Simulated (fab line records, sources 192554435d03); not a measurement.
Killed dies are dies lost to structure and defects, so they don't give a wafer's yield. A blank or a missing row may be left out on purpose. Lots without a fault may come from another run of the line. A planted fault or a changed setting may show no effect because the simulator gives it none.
Problem report in the 8D (eight disciplines) form, filled by code | flow n5_finfet | the parts of the form that need people (team, actions taken, sign-off) are left out

1. THE PROBLEM
cf4_flow_sccm at N5_MIM_BOT_ETCH_ETCH_04 reads a mean of 69.95 sccm on 9 wafers of 3 lots; wafers without a fault read 100.03 sccm with a standard deviation of 0.27. That is -99 or more standard deviations from the usual mean.
The step: etches SiNx in CF4/O2, target depth 26 nm, time 13 s.
First seen on wafer L562.3, day 14 15:56, on rie_diel-02. The record holds 33 wafers of 11 lots with a number at this step. Rule for "out", or "out of limits": more than 4 standard deviations from the usual mean. The other wafers with a number count as sound.

2. WHAT IT IS AND WHAT IT IS NOT
question                    | is                                | is not
which readings at this step | cf4_flow_sccm, throttle_valve_pct | drypump_motor_current_A, oes_product_au
which lots                  | L562, L563, L566                  | L552, L556, L557, L559, L561, L571, L574, L575
which wafers of those lots  | all that have a number            | -
read on which tools         | rie_diel-02                       | rie_diel-04, rie_diel-06
when                        | from day 14 15:56                 | up to then (15 sound wafers); but 9 sound wafers of L571, L574, L575 came after

3. SUSPECTS, AND WHAT RULES EACH OUT
Counting: a tool at a process step up to the reading stays a suspect if it ran every lot that is out and no sound lot after the first of them.
- rie_diel-02 at N5_MIM_BOT_ETCH_ETCH_04 (etches SiNx in CF4/O2, target depth 26 nm, time 13 s): ruled out as a lasting fault. Sound lots L574 ran on it after its first lot that is out, L562 (day 14 15:56).
Left after counting: nothing in the record.

4. THE CAUSE (what the simulator had put in)
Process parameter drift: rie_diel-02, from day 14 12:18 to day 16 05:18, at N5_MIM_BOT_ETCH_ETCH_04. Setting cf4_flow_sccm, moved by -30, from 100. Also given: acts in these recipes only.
Counting ruled it out, wrongly.

5. THE CHAIN OF EFFECTS, in route order
Each row: a reading whose mean over the struck wafers that have a number lies more than 3 standard deviations from the usual. Only readings for which the record gives a usual standard deviation are gone through. hours: the time from each lot's start at the first step in this table that gives one to its start at this step, as a median over the lots. sigmas: the change in usual standard deviations.
hours | step                    | reading                  | usual       | on struck wafers | change | sigmas
0     | N5_MIM_BOT_ETCH_ETCH_04 | cf4_flow_sccm            | 100.03 sccm | 69.95            | -30.08 | -99 or more
0     | N5_MIM_BOT_ETCH_ETCH_04 | oes_o_777_au             | 0.80 a.u.   | 1.10             | +0.30  | +3.7
0     | N5_MIM_BOT_ETCH_ETCH_04 | showerhead_plenum_p_Torr | 2.19 Torr   | 1.94             | -0.25  | -3.4
0     | N5_MIM_BOT_ETCH_ETCH_04 | throttle_valve_pct       | 15.92 %     | 14.77            | -1.15  | -7.2
The process steps in it:
- N5_MIM_BOT_ETCH_ETCH_04: etches SiNx in CF4/O2, target depth 26 nm, time 13 s.

6. WHAT WOULD HAVE CAUGHT IT SOONER
In this record the first reading out of limits was taken at day 14 15:56, 4 hours after the fault began at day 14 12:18.
